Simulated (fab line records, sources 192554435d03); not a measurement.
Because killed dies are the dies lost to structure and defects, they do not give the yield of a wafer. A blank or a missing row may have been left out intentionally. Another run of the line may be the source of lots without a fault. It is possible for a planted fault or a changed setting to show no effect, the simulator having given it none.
fab line records	flow n5Finfet
[record] lots = 7	wafers = 21	lastDay = 19
route steps=1938 shown BEOL_M3@937 BEOL_M4@1111
lots that met no fault: taken from a fault-free run of the same line
startH: hours from the record's opening day to when the first of the lot's shown wafers began	waitH: how many hours have passed since the lot's step before this one	" unchanged from the row above	L1.1+2: one row covering several wafers at once	- either no value or no given start	* or withheld: withheld	< > ~ a bound
route shown NAME@n: names a module that has steps shown in the file, with the first one's number in the route	usual: average and standard deviation across the fault-free wafers	same: alike in all rows	chamber/n: place in a boat	sites: the reading at each site	_std_site: standard deviation of those values	_edge_site: mean of outer sites minus mean of inner sites	radiusMm: how far each site lies from the wafer's centre	mask NAME#n: copy n	behind: the last tool/chamber to shape the wafer	hold: the reason the lot was held/the length of the hold in hours/how it ended	device: transistor that didn't switch, given as n, p or np	end of line: the tests these same wafers got at the end of their route	where a step has no rows: the recipe by itself	killed: count of dies lost to structure and defects at first sort (not the wafer's yield)	map: per-die view of a wafer (x killed, . not killed, _ where there is no die)
set.NAME: the setting the step ran with; set.NAME@STEP: the setting that earlier step ran with	model.NAME: the simulator's own value behind a step, which no gauge read
certain route steps with their lots: each step a table, each wafer a row
services: the hour from which a tool's chamber was out of use, counted from the record's first day as startH (under 0 if before that day), plus the number of hours and why
[[steps]]
[step N5_BEOL_M3_COAT_73]
[recipe] resist = underlayer	tempC = 205	timeS = 60	spinRpm = 1500	resistThkNm = 5
[step N5_BEOL_M3_COAT_05]
[recipe] resist = CAR-EUV	spinRpm = 1500	resistThkNm = 30
[step N5_BEOL_M3_EBR_07]
[recipe] solvent = PGMEA	ebrWidthMm = 1.5
[step N5_BEOL_M3_SOFTBAKE_06]
[recipe] tempC = 110	timeS = 60	resist = CAR-EUV
[step N5_BEOL_M3_EXPOSE_08]
[recipe] maskId = M3	na = 0.33	sourceShape = dipole	sigmaInner = 0.369	sigmaOuter = 0.767	polarization = unpolarized	doseMj = 33
[step N5_BEOL_M3_PEB_09]
[recipe] pebTempC = 100	pebTimeS = 60	resist = CAR-EUV
[step N5_BEOL_M3_DEVELOP_10]
[recipe] developTimeS = 30	developer = TMAH	resist = CAR-EUV	rinseLiquid = surfactantRinse	dry = airSpin	devTempC = 23
[step N5_BEOL_M3_CD_MEAS_11]
[recipe] targetCdNm = 17.05	landingEnergyEv = 500	detector = seInlens	polarity = opening
[usual] cdNm = 16.97/0.24
lot.wafer	tool	chamber	startH	waitH	cdNm
L724.1	cdSem-01	0	194.42	-	16.80
L724.3	"	0	"	"	16.75
L724.4	"	0	"	"	17.27
L729.2	cdSem-01	0	242.92	-	16.53
L729.4	"	0	"	"	16.90
L729.6	"	0	"	"	16.85
L731.1	cdSem-03	0	243.10	-	17.05
L731.2	"	0	"	"	17.34
L731.5	"	0	"	"	16.93
L732.2	cdSem-02	0	246.05	-	16.59
L732.3	"	0	"	"	16.72
L732.5	"	0	"	"	17.13
L734.2	cdSem-03	0	247.33	-	16.45
L734.3	"	0	"	"	17.04
L734.6	"	0	"	"	17.10
L738.1	cdSem-03	0	273.48	-	17.00
L738.2	"	0	"	"	17.70
L738.6	"	0	"	"	16.79
L739.3	cdSem-01	0	297.90	-	17.14
L739.4	"	0	"	"	17.21
L739.6	"	0	"	"	16.95
[step N5_BEOL_M3_OVL_MEAS_12]
[recipe] pointsPerWafer = 522
[usual] M3_OVL = 0.0/0.71
lot.wafer	tool	chamber	startH	waitH	M3_OVL[nm]
L724.1	overlay-02	0	194.45	0.0	-0.3
L724.3	"	0	"	"	-0.8
L724.4	"	0	"	"	0.7
L729.2	overlay-02	0	242.95	0.0	-0.5
L729.4	"	0	"	"	-0.2
L729.6	"	0	"	"	0.4
L731.1	overlay-02	0	243.13	0.0	-1.2
L731.2	"	0	"	"	-0.6
L731.5	"	0	"	"	0.1
L732.2	overlay-02	0	246.08	0.0	-0.1
L732.3	"	0	"	"	0.2
L732.5	"	0	"	"	-1.0
L734.2	overlay-02	0	247.37	0.0	1.4
L734.3	"	0	"	"	-0.3
L734.6	"	0	"	"	0.8
L738.1	overlay-01	0	273.51	0.0	0.1
L738.2	"	0	"	"	-0.9
L738.6	"	0	"	"	-0.2
L739.3	overlay-01	0	297.94	0.0	-0.5
L739.4	"	0	"	"	0.4
L739.6	"	0	"	"	0.6
[step N5_BEOL_M3_INSPECT_13]
[recipe] mode = adi	inspectInstrument = brightfield
[usual] rawDefectCount = 438/100
lot.wafer	tool	chamber	startH	waitH	rawDefectCount
L724.1	defectInspect-01	-	194.52	0.1	469
L724.3	"	-	"	"	550
L724.4	"	-	"	"	550
L729.2	defectInspect-02	-	243.01	0.0	294
L729.4	"	-	"	"	330
L729.6	"	-	"	"	384
L731.1	defectInspect-01	-	243.19	0.1	411
L731.2	"	-	"	"	394
L731.5	"	-	"	"	365
L732.2	defectInspect-01	-	246.13	0.0	553
L732.3	"	-	"	"	377
L732.5	"	-	"	"	374
L734.2	defectInspect-01	-	247.42	0.0	713
L734.3	"	-	"	"	471
L734.6	"	-	"	"	418
L738.1	defectInspect-01	-	273.56	0.1	365
L738.2	"	-	"	"	471
L738.6	"	-	"	"	487
L739.3	defectInspect-02	-	297.98	0.0	688
L739.4	"	-	"	"	404
L739.6	"	-	"	"	369
[step N5_BEOL_M3_DESCUM_16]
[recipe] chemistry = O2	timeS = 7	sourcePowerW = 50	biasPowerW = 20	pressureMtorr = 20	rfFrequencyHz = 2.712e+07	tempC = 40	resist = CAR-EUV	o2FlowSccm = 225
[usual] drypumpMotorCurrentA = 5.6/0.43	oesProductAu = 0.80/0.1	rfVppV = 243.4/1.4	showerheadPlenumPTorr = 2.12/0.075	throttleValvePct = 20.4/0.33
lot.wafer	tool	chamber	startH	waitH	drypumpMotorCurrentA	oesProductAu	rfHoursCounterH	rfVppV	showerheadPlenumPTorr	throttleValvePct
L724.1	rieDiel-05	1	194.55	0.0	5.5	0.71	214	242.4	2.05	20.4
L724.3	"	3	"	"	5.3	0.70	242	243.5	2.08	20.9
L724.4	"	0	"	"	6.5	0.70	196	243.4	2.16	20.8
L729.2	rieDiel-04	1	243.08	0.1	6.2	0.67	248	240.7	1.99	20.8
L729.4	"	2	"	"	4.9	0.79	104	241.6	2.14	20.5
L729.6	"	3	"	"	5.0	0.86	-	243.3	2.09	19.7
L731.1	rieDiel-02	1	243.53	0.3	5.9	0.70	199	245.1	2.16	20.6
L731.2	"	3	"	"	5.3	0.85	52	244.7	2.23	20.3
L731.5	"	0	"	"	6.0	0.72	-	242.9	2.07	20.7
L732.2	rieDiel-05	1	246.17	0.0	5.5	0.68	232	241.6	2.05	20.4
L732.3	"	0	"	"	6.4	0.70	212	244.6	2.16	20.8
L732.5	"	0	"	"	6.5	0.69	-	244.6	2.16	20.8
L734.2	rieDiel-05	3	247.46	0.0	5.3	0.99	0	243.2	2.08	20.6
L734.3	"	1	"	"	5.5	0.68	232	242.9	2.05	20.4
L734.6	"	3	"	"	5.3	1.00	-	242.0	2.08	20.6
L738.1	rieDiel-04	2	273.75	0.2	4.9	0.78	116	244.1	2.13	20.5
L738.2	"	1	"	"	6.2	1.02	2	245.5	2.26	20.6
L738.6	"	2	"	"	4.9	0.78	-	244.6	2.13	20.5
L739.3	rieDiel-02	1	298.02	0.0	5.9	0.69	217	243.9	2.15	20.7
L739.4	"	3	"	"	5.4	0.84	71	245.0	2.22	20.3
L739.6	"	2	"	"	5.6	0.92	-	242.3	2.08	20.6
[step N5_BEOL_M3_ETCH_74]
[recipe] chemistry = N2/H2	target = underlayer	targetDepthA = 65	maskMaterial = CAR-EUV	timeS = 5.2	ionEnergyEv = 200	pressureMtorr = 30	sourceW = 840	biasW = 150	n2FlowSccm = 200	h2FlowSccm = 200	ends = cleared
[usual] biasW = 149.9/0.47	chamberPressureMTorr = 30.00/0.042	drypumpMotorCurrentA = 5.6/0.43	etchRfOnTimeS = 5.25/0.15	oesProductAu = 0.68/0.091	rfVppV = 524.8/2.6	showerheadPlenumPTorr = 2.58/0.084	throttleValvePct = 17.9/0.34
lot.wafer	tool	chamber	startH	waitH	biasW	chamberPressureMTorr	drypumpMotorCurrentA	etchRfOnTimeS	oesProductAu	rfHoursCounterH	rfVppV	showerheadPlenumPTorr	throttleValvePct
L724.1	rieDiel-05	1	194.58	0.0	149.9	29.94	5.5	5.51	0.58	214	521.5	2.54	18.1
L724.3	"	3	"	"	150.1	30.02	5.3	5.14	0.58	243	522.9	2.52	18.4
L724.4	"	0	"	"	150.4	29.98	6.5	5.21	0.61	196	525.2	2.62	18.2
L729.2	rieDiel-04	1	243.11	0.0	149.6	30.09	6.2	5.05	0.59	248	521.5	2.40	18.2
L729.4	"	2	"	"	150.6	29.99	4.9	5.09	0.67	104	524.9	2.57	17.7
L729.6	"	3	"	"	150.3	30.00	5.0	5.29	0.73	-	526.3	2.58	17.4
L731.1	rieDiel-02	1	243.57	0.0	150.4	30.02	5.9	5.33	0.61	199	527.0	2.65	18.3
L731.2	"	3	"	"	149.9	29.97	5.4	5.22	0.72	52	527.7	2.71	17.8
L731.5	"	0	"	"	148.5	30.01	6.0	5.50	0.61	-	523.1	2.52	18.1
L732.2	rieDiel-05	1	246.20	0.0	149.9	30.06	5.5	5.54	0.56	232	521.8	2.53	18.1
L732.3	"	0	"	"	149.9	29.96	6.5	5.22	0.60	212	524.9	2.61	18.2
L732.5	"	0	"	"	149.5	29.97	6.5	5.26	0.59	-	525.7	2.61	18.2
L734.2	rieDiel-05	3	247.49	0.0	149.6	29.98	5.3	5.16	0.84	0	524.2	2.52	18.0
L734.3	"	1	"	"	150.1	30.02	5.5	5.52	0.56	232	524.7	2.53	18.1
L734.6	"	3	"	"	149.9	30.03	5.3	5.11	0.84	-	524.2	2.52	18.0
L738.1	rieDiel-04	2	273.79	0.0	150.0	30.02	4.9	5.11	0.67	116	524.1	2.56	17.8
L738.2	"	1	"	"	150.6	29.98	6.2	5.14	0.87	2	526.7	2.72	17.9
L738.6	"	2	"	"	150.8	29.98	4.9	5.15	0.67	-	524.3	2.56	17.8
L739.3	rieDiel-02	1	298.05	0.0	149.7	30.02	6.0	5.32	0.59	217	524.2	2.64	18.3
L739.4	"	3	"	"	150.8	29.99	5.4	5.22	0.71	71	528.2	2.70	17.9
L739.6	"	2	"	"	149.9	30.07	5.7	5.05	0.79	-	526.2	2.49	17.9
[step N5_BEOL_M3_ETCH_63]
[recipe] chemistry = CF4	target = SiARC	targetDepthA = 156	maskMaterial = CAR-EUV	timeS = 26	ionEnergyEv = 80	pressureMtorr = 40	sourceW = 545	biasW = 36	Ar_flow_sccm = 100	cf4FlowSccm = 100	ends = cleared
[usual] biasW = 36.01/0.1	cf4FlowSccm = 100.0/0.3	drypumpMotorCurrentA = 5.6/0.43	etchRfOnTimeS = 26.3/0.82	mfcArSccm = 100.0/0.33	oesProductAu = 0.68/0.091	rfVppV = 184.3/1.1	showerheadPlenumPTorr = 2.16/0.067	throttleValvePct = 15.6/0.32
lot.wafer	tool	chamber	startH	waitH	biasW	cf4FlowSccm	drypumpMotorCurrentA	etchRfOnTimeS	mfcArSccm	oesProductAu	rfHoursCounterH	rfVppV	showerheadPlenumPTorr	throttleValvePct	model.CAR-EUV_of_BEOL_M3_COAT_05.thkNm
L724.1	rieDiel-05	1	194.60	0.0	35.95	99.9	5.5	27.9	99.8	0.57	214	184.1	2.10	15.6	11
L724.3	"	3	"	"	36.05	99.8	5.3	25.5	100.3	0.59	243	183.2	2.10	16.0	10.8
L724.4	"	0	"	"	35.99	100.2	6.5	26.9	100.1	0.60	196	185.0	2.21	15.9	11
L729.2	rieDiel-04	1	243.13	0.0	35.97	100.3	6.2	25.3	100.3	0.58	248	181.7	2.05	16.0	11.2
L729.4	"	2	"	"	36.20	99.7	4.9	25.2	100.2	0.68	104	184.2	2.15	15.5	11
L729.6	"	3	"	"	36.11	99.7	5.0	26.7	100.0	0.72	-	184.1	2.17	15.1	11.2
L731.1	rieDiel-02	1	243.58	0.0	-	-	-	-	-	-	-	-	-	-	20.4
L731.2	"	3	"	"	-	-	-	-	-	-	-	-	-	-	20.4
L731.5	"	0	"	"	-	-	-	-	-	-	-	-	-	-	20.4
L732.2	rieDiel-05	1	246.22	0.0	-	-	-	-	-	-	-	-	-	-	20.4
L732.3	"	0	"	"	-	-	-	-	-	-	-	-	-	-	20.4
L732.5	"	0	"	"	-	-	-	-	-	-	-	-	-	-	20.4
L734.2	rieDiel-05	3	247.51	0.0	-	-	-	-	-	-	-	-	-	-	20.2
L734.3	"	1	"	"	-	-	-	-	-	-	-	-	-	-	20.2
L734.6	"	3	"	"	-	-	-	-	-	-	-	-	-	-	20.2
L738.1	rieDiel-04	2	273.80	0.0	35.80	100.2	4.9	25.1	99.3	0.68	116	183.9	2.15	15.6	10.8
L738.2	"	1	"	"	35.92	99.5	6.2	25.6	100.5	0.87	2	185.5	2.31	15.6	11.2
L738.6	"	2	"	"	35.78	100.1	4.9	25.0	99.7	0.68	-	185.6	2.15	15.6	10.8
L739.3	rieDiel-02	1	298.07	0.0	36.01	100.3	5.9	26.2	100.4	0.59	217	186.6	2.21	15.9	10.8
L739.4	"	3	"	"	35.99	99.7	5.4	26.0	99.6	0.71	71	184.9	2.25	15.4	11
L739.6	"	2	"	"	36.04	100.4	5.6	25.0	100.0	0.80	-	182.9	2.12	15.6	11
[step N5_BEOL_M3_ETCH_64]
[recipe] chemistry = N2/H2	target = SOC	targetDepthA = 750	overetchA = 150	maskMaterial = SiARC	tempC = 40	timeS = 112.5	ionEnergyEv = 200	pressureMtorr = 30	sourceW = 840	biasW = 150	n2FlowSccm = 200	h2FlowSccm = 200
[usual] biasW = 150.0/0.4	chamberPressureMTorr = 30.000/0.027	drypumpMotorCurrentA = 5.6/0.43	oesProductAu = 0.63/0.078	rfVppV = 524.7/2.5	showerheadPlenumPTorr = 2.58/0.084	throttleValvePct = 17.9/0.34
lot.wafer	tool	chamber	startH	waitH	biasW	chamberPressureMTorr	drypumpMotorCurrentA	oesProductAu	rfHoursCounterH	rfVppV	showerheadPlenumPTorr	throttleValvePct
L724.1	rieDiel-05	1	194.63	0.0	150.0	30.019	5.5	0.56	214	524.4	2.54	18.0
L724.3	"	3	"	"	149.4	29.992	5.3	0.54	243	522.2	2.52	18.4
L724.4	"	0	"	"	149.3	30.025	6.5	0.58	196	526.8	2.62	18.1
L729.2	rieDiel-04	1	243.16	0.0	149.7	30.020	6.2	0.53	248	519.6	2.40	18.2
L729.4	"	2	"	"	150.0	29.916	4.9	0.62	104	524.7	2.57	17.7
L729.6	"	3	"	"	149.6	30.091	5.0	0.68	-	526.4	2.58	17.4
L731.1	rieDiel-02	1	243.61	0.0	150.5	29.975	5.9	0.27	199	525.8	2.65	18.2
L731.2	"	3	"	"	150.2	29.959	5.4	0.33	52	529.8	2.71	17.7
L731.5	"	0	"	"	151.0	29.969	6.0	0.27	-	521.8	2.52	18.0
L732.2	rieDiel-05	1	246.25	0.0	150.2	30.012	5.5	0.26	232	522.6	2.53	18.0
L732.3	"	0	"	"	149.8	30.051	6.5	0.26	212	527.0	2.61	18.1
L732.5	"	0	"	"	149.6	29.973	6.5	0.27	-	525.5	2.61	18.1
L734.2	rieDiel-05	3	247.54	0.0	150.6	30.044	5.3	0.36	0	522.2	2.52	17.9
L734.3	"	1	"	"	149.9	29.990	5.5	0.25	232	523.1	2.53	18.0
L734.6	"	3	"	"	150.6	30.021	5.2	0.37	-	521.7	2.52	17.9
L738.1	rieDiel-04	2	273.83	0.0	149.6	29.990	4.9	0.62	116	525.7	2.56	17.8
L738.2	"	1	"	"	150.7	30.032	6.2	0.80	2	526.9	2.72	17.9
L738.6	"	2	"	"	149.9	29.933	4.9	0.62	-	524.2	2.56	17.7
L739.3	rieDiel-02	1	298.10	0.0	150.8	29.992	5.8	0.56	217	526.5	2.64	18.3
L739.4	"	3	"	"	150.6	30.002	5.4	0.66	71	528.0	2.70	17.8
L739.6	"	2	"	"	149.3	29.958	5.7	0.73	-	522.3	2.49	17.8
[step N5_BEOL_M3_STRIP_65]
[recipe] chemistry = N2/H2	tempC = 40	n2FlowSccm = 200	h2FlowSccm = 200	rfFrequencyHz = 6e+07
[step N5_BEOL_M3_STRIP_75]
[recipe] chemistry = N2/H2	tempC = 40	n2FlowSccm = 200	h2FlowSccm = 200	rfFrequencyHz = 6e+07
[step N5_BEOL_M3_STRIP_66]
[recipe] chemistry = CF4	resist = SiARC	powerW = 300	biasPowerW = 75	pressureMtorr = 50	cf4FlowSccm = 150	rfFrequencyHz = 6e+07
[usual] drypumpMotorCurrentA = 5.6/0.43	oesProductAu = 0.79/0.098	rfVppV = 271.6/1.5	showerheadPlenumPTorr = 1.81/0.054	throttleValvePct = 13.6/0.33
lot.wafer	tool	chamber	startH	waitH	drypumpMotorCurrentA	oesProductAu	rfHoursCounterH	rfVppV	showerheadPlenumPTorr	throttleValvePct
L724.1	rieDiel-05	1	194.76	0.0	5.5	0.69	214	270.4	1.77	13.7
L724.3	"	3	"	"	5.2	0.67	243	268.9	1.78	14.1
L724.4	"	0	"	"	6.5	0.71	196	272.0	1.83	13.8
L729.2	rieDiel-04	1	243.29	0.0	6.2	0.66	248	269.4	1.72	14.0
L729.4	"	2	"	"	4.9	0.78	104	271.7	1.80	13.5
L729.6	"	3	"	"	5.0	0.85	-	270.6	1.80	13.0
L731.1	rieDiel-02	1	243.74	0.0	5.8	0.70	199	270.3	1.85	13.9
L731.2	"	3	"	"	5.4	0.84	52	273.9	1.90	13.4
L731.5	"	0	"	"	6.0	0.72	-	270.7	1.79	13.8
L732.2	rieDiel-05	1	246.37	0.0	5.5	0.68	232	269.7	1.76	13.7
L732.3	"	0	"	"	6.4	0.70	212	272.1	1.82	13.8
L732.5	"	0	"	"	6.4	0.70	-	270.4	1.82	13.8
L734.2	rieDiel-05	3	247.66	0.0	5.3	0.97	0	270.3	1.78	13.5
L734.3	"	1	"	"	5.5	0.68	232	270.7	1.76	13.7
L734.6	"	3	"	"	5.2	0.97	-	270.8	1.78	13.5
L738.1	rieDiel-04	2	273.96	0.0	4.9	0.78	117	274.0	1.79	13.5
L738.2	"	1	"	"	6.2	1.00	2	273.7	1.93	13.4
L738.6	"	2	"	"	4.9	0.77	-	271.7	1.79	13.5
L739.3	rieDiel-02	1	298.22	0.0	6.0	0.70	217	273.3	1.84	13.9
L739.4	"	3	"	"	5.4	0.82	71	272.8	1.89	13.4
L739.6	"	2	"	"	5.7	0.91	-	271.5	1.77	13.6
[step N5_BEOL_M3_HM_OPEN_17]
[recipe] chemistry = Cl2/BCl3	targetDepthA = 200	overetchA = 60	target = TiN	maskMaterial = SOC	ionEnergyEv = 150	pressureMtorr = 10	icpW = 1000	biasW = 126	Cl2_flow_sccm = 53.25	bcl3FlowSccm = 21.75	Ar_flow_sccm = 25
[usual] drypumpMotorCurrentA = 5.65/0.27	mfcArSccm = 25.00/0.075	oesProductAu = 0.69/0.074	throttleValvePct = 21.98/0.16
lot.wafer	tool	chamber	startH	waitH	drypumpMotorCurrentA	mfcArSccm	oesProductAu	rfHoursCounterH	throttleValvePct
L724.1	rieMetal-02	0	194.80	0.0	6.08	24.99	0.74	16	22.02
L724.3	"	1	"	"	5.52	24.92	0.71	-	21.83
L724.4	"	0	"	"	6.10	25.00	0.73	-	22.02
L729.2	rieMetal-02	0	243.33	0.0	6.16	25.06	0.72	20	22.01
L729.4	"	1	"	"	5.49	24.98	0.71	-	21.83
L729.6	"	0	"	"	6.11	25.01	0.73	-	22.01
L731.1	rieMetal-03	0	243.78	0.0	5.64	25.00	0.33	15	22.54
L731.2	"	1	"	"	5.62	24.96	0.29	45	22.65
L731.5	"	1	"	"	5.64	24.89	0.28	-	22.63
L732.2	rieMetal-02	1	246.41	0.0	5.51	24.95	0.31	32	22.50
L732.3	"	0	"	"	6.11	25.00	0.32	-	22.65
L732.5	"	1	"	"	5.52	25.06	0.31	-	22.50
L734.2	rieMetal-03	0	247.70	0.0	5.66	25.01	0.33	15	22.56
L734.3	"	0	"	"	5.66	25.07	0.33	-	22.55
L734.6	"	1	"	"	5.67	25.02	0.28	-	22.65
L738.1	rieMetal-03	1	274.00	0.0	5.66	25.01	0.64	47	22.03
L738.2	"	0	"	"	5.66	24.94	0.75	17	21.90
L738.6	"	0	"	"	5.65	24.96	0.76	-	21.90
L739.3	rieMetal-03	1	298.30	0.1	5.63	25.00	0.64	-	22.01
L739.4	"	0	"	"	5.66	25.09	0.75	-	21.91
L739.6	"	1	"	"	5.66	25.02	0.64	-	22.02
[step N5_BEOL_M3_STRIP_19]
[recipe] chemistry = O2	powerW = 400	tempC = 40	pressureMtorr = 30	rfFrequencyHz = 6e+07	biasPowerW = 0	overashFraction = 0.2	o2FlowSccm = 225
[usual] drypumpMotorCurrentA = 5.6/0.47	oesProductAu = 0.80/0.1	rfVppV = 3.7/0.5	showerheadPlenumPTorr = 2.12/0.079	throttleValvePct = 16.6/0.32
lot.wafer	tool	chamber	startH	waitH	drypumpMotorCurrentA	oesProductAu	rfHoursCounterH	rfVppV	showerheadPlenumPTorr	throttleValvePct
L724.1	rieDiel-04	1	194.91	0.1	6.2	0.68	236	3.7	2.00	17.0
L724.3	"	2	"	"	4.9	0.81	91	3.8	2.15	16.7
L724.4	"	0	"	"	5.3	0.92	15	3.8	2.26	16.3
L729.2	rieDiel-02	1	243.49	0.1	5.9	0.71	199	3.8	2.16	16.9
L729.4	"	0	"	"	6.0	0.72	207	3.8	2.08	16.9
L729.6	"	0	"	"	6.1	0.73	-	2.9	2.08	16.9
L731.1	rieDiel-05	2	244.05	0.2	5.7	0.87	39	3.6	2.03	16.3
L731.2	"	0	"	"	6.5	0.69	212	4.0	2.16	17.0
L731.5	"	2	"	"	5.7	0.88	-	3.6	2.03	16.2
L732.2	rieDiel-02	3	246.53	0.1	5.4	0.86	53	4.4	2.23	16.5
L732.3	"	0	"	"	6.1	0.73	208	3.3	2.08	16.9
L732.5	"	3	"	"	5.4	0.86	-	3.8	2.23	16.5
L734.2	rieDiel-02	1	247.81	0.1	5.8	0.70	200	3.9	2.16	16.9
L734.3	"	0	"	"	6.0	0.72	208	3.0	2.08	16.9
L734.6	"	3	"	"	5.4	0.85	-	3.2	2.23	16.5
L738.1	rieDiel-05	2	274.12	0.1	5.8	0.87	47	4.3	2.02	16.3
L738.2	"	0	"	"	6.5	0.69	221	3.8	2.16	17.0
L738.6	"	1	"	"	5.5	0.68	-	4.2	2.05	16.7
L739.3	rieDiel-02	3	298.38	0.1	5.4	0.84	71	3.7	2.22	16.6
L739.4	"	0	"	"	6.0	0.71	225	3.3	2.07	16.9
L739.6	"	2	"	"	5.7	0.91	-	3.5	2.09	16.8
[step N5_BEOL_M3_CD_MEAS_18]
[recipe] pitchNm = 36	targetCdNm = 18
[usual] cdNm = 17.9/0.37
lot.wafer	tool	chamber	startH	waitH	cdNm
L724.1	cdSem-02	-	194.98	0.0	17.9
L724.3	"	-	"	"	16.9
L724.4	"	-	"	"	18.1
L729.2	cdSem-03	-	243.56	0.1	17.8
L729.4	"	-	"	"	18.1
L729.6	"	-	"	"	18.1
L731.1	cdSem-02	-	244.12	0.0	-
L731.2	"	-	"	"	-
L731.5	"	-	"	"	-
L732.2	cdSem-02	-	246.60	0.1	-
L732.3	"	-	"	"	-
L732.5	"	-	"	"	-
L734.2	cdSem-03	-	247.89	0.1	-
L734.3	"	-	"	"	-
L734.6	"	-	"	"	-
L738.1	cdSem-02	-	274.19	0.0	18.1
L738.2	"	-	"	"	17.6
L738.6	"	-	"	"	17.9
L739.3	cdSem-01	-	298.47	0.1	18.0
L739.4	"	-	"	"	18.0
L739.6	"	-	"	"	17.9
[step N5_BEOL_M3_COAT_67]
[recipe] resist = SOC	tempC = 250	timeS = 60	spinRpm = 1500	resistThkNm = 60
[step N5_BEOL_M4_RC_MEAS_101]
[usual] DIBL_N = 36.6/2.1	DIBL_P = 36.5/2.7	IOFF_N = 0.17/0.043	IOFF_P = 0.22/0.045	ION_N = 674/17	ION_P = 461/9.9	SS_N = 71.7/0.79	SS_P = 73.4/0.79	VT_N = 249/4	VT_P = -250/3.3
lot.wafer	tool	chamber	startH	waitH	DIBL_N[mV/V]	DIBL_P[mV/V]	IOFF_N[nA/um]	IOFF_P[nA/um]	ION_N[uA/um]	ION_P[uA/um]	SS_N[mV/dec]	SS_P[mV/dec]	VT_N[mV]	VT_P[mV]
L724.1	prober-01	0	218.65	0.0	37.2	36.6	0.19	0.23	658	448	72.4	73.7	251	-245
L724.3	"	0	"	"	39.0	38.6	0.23	0.27	677	459	72.8	74.4	245	-245
L724.4	"	0	"	"	38.1	37.5	0.22	0.23	655	452	73.1	73.9	249	-247
L729.2	prober-02	0	270.02	0.2	35.3	35.3	0.13	0.20	658	458	72.1	73.5	253	-251
L729.4	"	0	"	"	31.7	32.5	0.10	0.16	659	458	70.4	72.1	259	-252
L729.6	"	0	"	"	33.7	34.8	0.12	0.19	655	465	71.2	73.1	254	-251
L739.3	prober-02	0	320.61	0.3	38.0	35.6	0.18	0.20	674	451	72.4	73.7	249	-249
L739.4	"	0	"	"	35.6	33.7	0.13	0.17	678	462	71.6	73.0	254	-253
L739.6	"	0	"	"	36.6	31.5	0.16	0.15	646	442	73.1	72.5	257	-253
L738.1	prober-02	0	340.49	0.0	35.9	32.9	0.12	0.15	661	450	71.2	72.7	254	-257
L738.2	"	0	"	"	36.8	34.8	0.13	0.16	659	450	71.7	73.7	255	-255
L738.6	"	0	"	"	37.4	35.9	0.16	0.19	685	461	72.0	73.0	251	-252
[[services]]
tool	chamber	startH	hours	kind
rieDiel-04	3	171.42	1.6	repair
rieDiel-04	1	190.80	1.3	repair
rieDiel-02	2	204.99	-	clean
rieDiel-02	2	204.99	-	consumableReplace:focusRing
rieDiel-02	2	204.99	19.7	scheduledDown
rieDiel-02	2	204.99	19.7	ventCycle
rieDiel-05	3	222.62	-	clean
rieDiel-05	3	222.62	-	consumableReplace:focusRing
rieDiel-05	3	222.62	24.3	scheduledDown
rieDiel-05	3	222.62	24.3	ventCycle
rieDiel-05	-	229.87	0.2	repair
rieDiel-04	1	253.38	-	clean
rieDiel-04	1	253.38	-	consumableReplace:focusRing
rieDiel-04	1	253.38	-	consumableReplace:showerhead
rieDiel-04	1	253.38	17.5	scheduledDown
rieDiel-04	1	253.38	17.5	ventCycle
rieMetal-03	-	254.30	4.3	pm
rieDiel-02	2	266.68	5.1	repair
[[key]]
[firstSign] step = N5_BEOL_M3_ETCH_63	reading = toolRecord	direction = missing
[effect] step = N5_BEOL_M3_ETCH_64	reading = oesProductAu	direction = down	sigmas = 4.3	usual = 0.63	struck = 0.29
[effect] step = N5_BEOL_M3_HM_OPEN_17	reading = oesProductAu	direction = down	sigmas = 5.2	usual = 0.69	struck = 0.31
[effect] step = N5_BEOL_M3_CD_MEAS_18	reading = cdNm	direction = missing
[modelEffect] step = N5_BEOL_M3_ETCH_63	value = CAR-EUV_of_BEOL_M3_COAT_05.thkNm	without = 11.11	struck = 20.33
metAt N5_BEOL_M3_ETCH_63
struckWafers L731.1,L731.2,L731.5,L732.2,L732.3,L732.5,L734.2,L734.3,L734.6
laterRowsLeftOut L731.1,L731.2,L731.5,L732.2,L732.3,L732.5,L734.2,L734.3,L734.6
sortLeftOut L731.1,L731.2,L731.5,L732.2,L732.3,L732.5,L734.2,L734.3,L734.6
onsetBetween 194.60 243.58
[fault] kind = skippedStepWhole	tool = rieDiel-02,rieDiel-05	chamber = -	onsetH = 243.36	steps = N5_BEOL_M3_ETCH_63	scope = struckLotsOnly
// sortLeftOut: the simulated sort isn't trusted on such a fault, so these wafers' sort isn't shown, and their yield isn't known
// laterRowsLeftOut: the simulator's readings of these wafers behind a module that went badly wrong aren't trusted and aren't shown, but for the sort
